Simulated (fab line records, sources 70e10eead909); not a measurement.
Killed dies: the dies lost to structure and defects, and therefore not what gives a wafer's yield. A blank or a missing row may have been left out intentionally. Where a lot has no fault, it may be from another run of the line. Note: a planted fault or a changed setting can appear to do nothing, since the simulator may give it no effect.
Chamber matching || flow nand_harc || NHARC_P_M1_CMP_23 on cmp-01 has 4 sister chambers
The step polishes, t overpolish 20 s, target thk 157.82 nm. 8 wafers are shown with their chamber, then 10 later ones without.

## WAFERS WITH THEIR CHAMBER
{"wafer": "L083.3", "chamber": 3, "motor_current_A (A)": 13.5, "time_to_endpoint_s (s)": 29.2}
{"wafer": "L086.4", "chamber": 0, "motor_current_A (A)": 11.6, "time_to_endpoint_s (s)": 29.7}
{"wafer": "L086.6", "chamber": 2, "motor_current_A (A)": 12.5, "time_to_endpoint_s (s)": 27.1}
{"wafer": "L087.4", "chamber": 2, "motor_current_A (A)": 12.0, "time_to_endpoint_s (s)": 27.5}
{"wafer": "L087.5", "chamber": 0, "motor_current_A (A)": 12.1, "time_to_endpoint_s (s)": 27.8}
{"wafer": "L087.6", "chamber": 1, "motor_current_A (A)": 11.7, "time_to_endpoint_s (s)": 26.0}
{"wafer": "L088.1", "chamber": 3, "motor_current_A (A)": 13.4, "time_to_endpoint_s (s)": 23.9}
{"wafer": "L088.2", "chamber": 1, "motor_current_A (A)": 11.8, "time_to_endpoint_s (s)": 25.0}

## WAFERS WHOSE CHAMBER IS MISSING
{"wafer": "L088.4", "motor_current_A (A)": 12.0, "time_to_endpoint_s (s)": 25.8}
{"wafer": "L092.2", "motor_current_A (A)": 13.0, "time_to_endpoint_s (s)": 27.9}
{"wafer": "L092.5", "motor_current_A (A)": 11.8, "time_to_endpoint_s (s)": 27.3}
{"wafer": "L092.6", "motor_current_A (A)": 12.2, "time_to_endpoint_s (s)": 29.9}
{"wafer": "L093.2", "motor_current_A (A)": 12.7, "time_to_endpoint_s (s)": 26.2}
{"wafer": "L093.3", "motor_current_A (A)": 12.1, "time_to_endpoint_s (s)": 27.7}
{"wafer": "L093.6", "motor_current_A (A)": 12.7, "time_to_endpoint_s (s)": 25.3}
{"wafer": "L094.2", "motor_current_A (A)": 13.4, "time_to_endpoint_s (s)": 28.3}
{"wafer": "L094.3", "motor_current_A (A)": 12.0, "time_to_endpoint_s (s)": 31.3}
{"wafer": "L094.5", "motor_current_A (A)": 11.6, "time_to_endpoint_s (s)": 30.8}

## CHAMBER TAKEN BY EACH
{"wafer": "L088.4", "from the rows above": "can't be placed: 1 or 2 or 0", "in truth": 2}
{"wafer": "L092.2", "from the rows above": "can't be placed: 3 or 2", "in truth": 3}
{"wafer": "L092.5", "from the rows above": "can't be placed: 0 or 1 or 2", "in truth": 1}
{"wafer": "L092.6", "from the rows above": "can't be placed: 2 or 0 or 1", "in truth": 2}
{"wafer": "L093.2", "from the rows above": "can't be placed: 2 or 3 or 0 or 1", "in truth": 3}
{"wafer": "L093.3", "from the rows above": "can't be placed: 2 or 0 or 1", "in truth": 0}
{"wafer": "L093.6", "from the rows above": "can't be placed: 2 or 3 or 1 or 0", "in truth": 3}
{"wafer": "L094.2", "from the rows above": 3, "in truth": 3}
{"wafer": "L094.3", "from the rows above": "can't be placed: 0 or 2 or 1", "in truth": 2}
{"wafer": "L094.5", "from the rows above": "can't be placed: 0 or 1 or 2", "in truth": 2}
Correctly placed: 1 of 10. Can't be placed from these rows: 9 (the true chamber is among the candidates in 9). Placed wrongly: 0.
How it was worked out, from the rows above alone: a wafer's distance from a chamber is the root of the sum, over the readings, of the square of ((its reading less the chamber's mean) divided by the reading's scatter). The wafer belongs to the nearest chamber; if the next one is less than 2 further off, it can't be placed. Each chamber's mean is taken over the wafers shown for it. How the scatter is found: for the shown wafers, subtract from each reading the mean of its chamber, square and add these, divide the total by (wafers less chambers), then take the root.
